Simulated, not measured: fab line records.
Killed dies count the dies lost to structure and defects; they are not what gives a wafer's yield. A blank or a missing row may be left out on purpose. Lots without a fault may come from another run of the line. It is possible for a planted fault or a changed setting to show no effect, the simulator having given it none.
Comparing a struck lot with a sound one / flow n5-finfet / 11 steps out of a route of 1938
Sound: the wafers L815.1, L815.3, L815.6. Struck: wafers L827.3, L827.5, L827.6. Last of all comes the cause.
For every step that has rows: the tool of each side, followed by ch and its chambers, followed by its first start. Under that, the readings that differ: sound wafers / struck wafers / difference of the means / sigmas: that difference in standard deviations of wafers without a fault.
alike: a reading whose means differ by less than 2 such deviations, as well as words and numbers matching on both sides. not compared: withheld readings; readings where some wafer has no value; bounds like >300 that might hide an equal value; numbers whose values overlap and for which the record gives no deviation.
The two part at a step that has a row with sigmas, a row that says differs or no value, or rows on one side only. Non-overlapping numbers with no deviation appear without sigmas and do not part them. A reading that every wafer of one side lacks parts them only if that side has two wafers or more.

first, 7 steps without rows for these wafers: N5_SD_ACTIVATION_LSA_01 (time 0.0008 s); N5_ILD0_LINER_00 (material SiNx, target thk 4 nm, pulse time 1 s, purge time 2 s); N5_ILD0_FCVD_FILL_01 (material SiO2 flowable, target thk 200 nm, time 328.3 s); N5_ILD0_CURE_02 (time 1800 s); N5_ILD0_CMP_03 (polishes, stops on SiNx, t overpolish 1.9 s, target thk 197.38 nm); N5_ILD0_CMP_07 (polishes SiO2 flowable, stops on poly-Si, t overpolish 1.18 s, target thk 138.88 nm); N5_ILD0_PRECLEAN_10 (cleans in NF3:NH3, afs cycles 5, time 20 s, sublimation time 60 s).
N5_ILD0_ALD_15: deposits SiNx, target thk 24 nm, pulse time 1 s, ald cycles 480.
  sound on ald-sin-03 ch 1,2,3, day 4 08:31; struck on ald-sin-03 ch 0,1, day 7 12:50
  no value came back on the struck wafers for ald-cycles, chamber-pressure-Torr (Torr), heater-power-w (W), precursor-pulse-height-rel; on the sound wafers ald-cycles reads 480 480 480
N5_ILD0_CMP_12: polishes SiNx, stops on poly-Si, t overpolish 6 s, target thk 17.67 nm.
  sound on cmp-04 ch 0,2,3, day 4 10:46; struck on cmp-03 ch 0,3, day 7 15:02
  no value came back on the struck wafers for overpolish-run-s (s), time-to-endpoint-s (s); on the sound wafers overpolish-run-s (s) reads 5.990 6.008 6.010
reading=model.SiO2_flowable_of_ILD0_FCVD_FILL_01.thk-nm (nm); sound=120.6 119.2 119.8; struck=17 17.4 17.8; difference=-102; sigmas=
  alike: motor-current-A, platen-rpm
N5_BEOL_M4_RC_MEAS_101:
  the record has rows for the sound wafers here (prober-02 ch 0, day 8 14:02) and none for the struck ones
-- the record jumps here: 8 days lie between the struck wafers' starts before and after (it left off in module BEOL_M4 and takes up again in module PASSIVATION, whose first step shown is number 1936 of the route) --
N5_PASSIVATION_PROBE_49:
  sound on prober-02, day 12 14:21; struck on prober-02, day 15 20:49
reading=defect-limited-yield (%); sound=89.3 90.6 91.4; struck=26.1 28.6 24.8; difference=-63.9; sigmas=-43
reading=killed-at-front-end; sound=53 29 35; struck=817 794 811; difference=+768; sigmas=+70
reading=killed-dies; sound=126 111 101; struck=872 842 887; difference=+754; sigmas=+42
reading=killed-on-rim; sound=14 10 15; struck=152 82 151; difference=+115; sigmas=+29
reading=sort_bin_5_function (%); sound=5.1 5.5 4.6; struck=71.1 68.1 71.1; difference=+65.0; sigmas=+65
reading=sort-n-pass; sound=1054 1069 1079; struck=308 338 293; difference=-754; sigmas=-42
reading=sort-yield-pct (%); sound=89.3 90.6 91.4; struck=26.1 28.6 24.8; difference=-63.9; sigmas=-43
  alike: killed_at_M0_to_M3, killed_at_M4_up, killed-at-contacts, killed-at-other, killed-open, killed-short, sort_bin_6_memory

== WHERE THEY PART ==
Earliest at N5_ILD0_ALD_15; latest, in this record, at N5_PASSIVATION_PROBE_49.

WHY: what the simulator had put in
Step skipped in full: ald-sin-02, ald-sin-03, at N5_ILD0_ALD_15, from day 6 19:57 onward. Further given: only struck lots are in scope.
